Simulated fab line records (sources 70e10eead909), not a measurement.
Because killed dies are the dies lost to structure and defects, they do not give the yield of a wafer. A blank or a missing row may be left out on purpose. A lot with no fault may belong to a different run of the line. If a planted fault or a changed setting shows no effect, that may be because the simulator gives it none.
8D (eight disciplines) problem report, filled in by code + flow nand_harc + the parts of the form that need people (team, actions taken, sign-off) are left out

== 1. WHAT IS WRONG ==
A mean of 25.1 s is read at NHARC_P_ZERO_WELL_DESCUM_26 for run_length_s, taken on 1 wafer of 1 lot, against 23.8 s (standard deviation 0.32) on wafers free of any fault. That puts it +4.1 standard deviations away from the usual mean.
The step: chemistry O2, time 3 s.
First seen on wafer L919.1, day 4 02:29, on rie_diel-03. Wafers with a number at this step in the record: 34, from 12 lots. By rule, "out" or "out of limits" means more than 4 standard deviations away from the usual mean. All remaining wafers that have a number are taken as sound.

== 2. WHAT THIS IS AND IS NOT ==
| question                    | is               | is not                                                                                          |
|-----------------------------|------------------|-------------------------------------------------------------------------------------------------|
| which readings at this step | run_length_s     | drypump_motor_current_A, oes_product_au, rf_vpp_V, showerhead_plenum_p_Torr, throttle_valve_pct |
| which lots                  | L919             | L909, L910, L911, L912, L913, L918, L922, L926, L929, L931, L932                                |
| which wafers of those lots  | L919.1           | L919.5                                                                                          |
| read on which tools         | rie_diel-03      | rie_diel-01, rie_diel-02                                                                        |
| when                        | from day 4 02:29 | up to then (19 sound wafers); but 14 sound wafers of L922, L926, L929, L931, L932 came after    |

== 3. SUSPECTS, AND WHAT RULES EACH OUT ==
Counting: any tool at a process step up to the reading remains a suspect provided it ran every lot that is out. Sound lots after the first of them don't rule it out here, since some wafers of a struck lot are sound.
- rie_diel-03 at NHARC_P_ZERO_WELL_DESCUM_26 (chemistry O2, time 3 s): kept. It ran the lot that is out, L919 (day 4 02:29). Out on those wafers are its own readings of run_length_s.
After counting, what remains is rie_diel-03 at NHARC_P_ZERO_WELL_DESCUM_26.

== 4. THE CAUSE (what the simulator had put in) ==
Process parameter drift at NHARC_P_ZERO_WELL_DESCUM_26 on rie_diel-03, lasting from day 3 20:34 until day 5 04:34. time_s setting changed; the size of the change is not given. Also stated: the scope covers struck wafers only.
After counting, this tool was the only one left.

== 5. SEQUENCE OF EFFECTS, ordered by route ==
Rows list readings where the struck wafers' mean (over those with a number) sits beyond 3 standard deviations from the usual. Readings are gone through only where the record gives a usual standard deviation; hours: the median, over the lots, of the time from a lot's start at the first step in this table giving one to that lot's start at this step; sigmas: the change measured in usual standard deviations.
| hours | step                        | reading      | usual  | on struck wafers | change | sigmas |
|-------|-----------------------------|--------------|--------|------------------|--------|--------|
| 0     | NHARC_P_ZERO_WELL_DESCUM_26 | run_length_s | 23.8 s | 25.1             | +1.3   | +4.1   |
Here are the process steps it includes:
- NHARC_P_ZERO_WELL_DESCUM_26: chemistry O2, time 3 s.
Later steps that measure or inspect, where all struck wafers having a row at the step show a number for every such reading and not one has moved that far: NHARC_P_STI_OCD_MEAS_43.

== 6. WHAT WOULD HAVE CAUGHT IT SOONER ==
In this record the first reading out of limits was taken at day 4 02:29, 6 hours after the fault began at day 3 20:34.
